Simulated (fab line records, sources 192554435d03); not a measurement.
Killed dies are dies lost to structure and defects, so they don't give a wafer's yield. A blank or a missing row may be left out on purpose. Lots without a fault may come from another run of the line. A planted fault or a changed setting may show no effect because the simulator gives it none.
Chamber matching | flow n5_finfet | N5_SDB_HM_OPEN_20 on rie_diel-01: 4 sister chambers
The step chemistry CH3F/O2, target SiNx, stops on poly-Si, target depth 24 nm. 8 wafers are shown with their chamber, then 8 later ones without.

WAFERS WITH THEIR CHAMBER
wafer  | chamber | drypump_motor_current_A (A) | showerhead_plenum_p_Torr (Torr)
L079.5 | 0       | 6.0                         | 2.03
L082.5 | 0       | 6.0                         | 2.03
L090.1 | 1       | 6.7                         | 1.96
L090.4 | 3       | 6.0                         | 1.98
L094.2 | 2       | 5.2                         | 1.96
L094.4 | 1       | 6.7                         | 1.96
L094.5 | 2       | 5.1                         | 1.96
L095.2 | 3       | 6.1                         | 1.97

WAFERS WITHOUT THEIR CHAMBER
wafer  | drypump_motor_current_A (A) | showerhead_plenum_p_Torr (Torr)
L095.3 | 6.0                         | 2.02
L095.4 | 6.7                         | 1.96
L096.2 | 5.1                         | 1.96
L096.3 | 6.0                         | 2.02
L096.6 | 6.7                         | 1.96
L097.1 | 6.0                         | 1.97
L097.5 | 6.7                         | 1.96
L097.6 | 5.1                         | 1.96

WHICH CHAMBER EACH WENT THROUGH
wafer  | from the rows above | in truth
L095.3 | 0                   | 0
L095.4 | 1                   | 1
L096.2 | 2                   | 2
L096.3 | 0                   | 0
L096.6 | 1                   | 1
L097.1 | 3                   | 3
L097.5 | 1                   | 1
L097.6 | 2                   | 2
Placed correctly: 8 of 8. Can't be placed from these rows: 0. Placed wrongly: 0.
How it was worked out, from the rows above alone: a wafer's distance from a chamber is the root of the sum, over the readings, of the square of ((its reading less the chamber's mean) divided by the reading's scatter). The wafer belongs to the nearest chamber; if the next one is less than 2 further off, it can't be placed. A chamber's mean is the mean of its shown wafers. The scatter: the root of (the sum of the squares of (reading less its chamber's mean) over the shown wafers, divided by (wafers less chambers)).
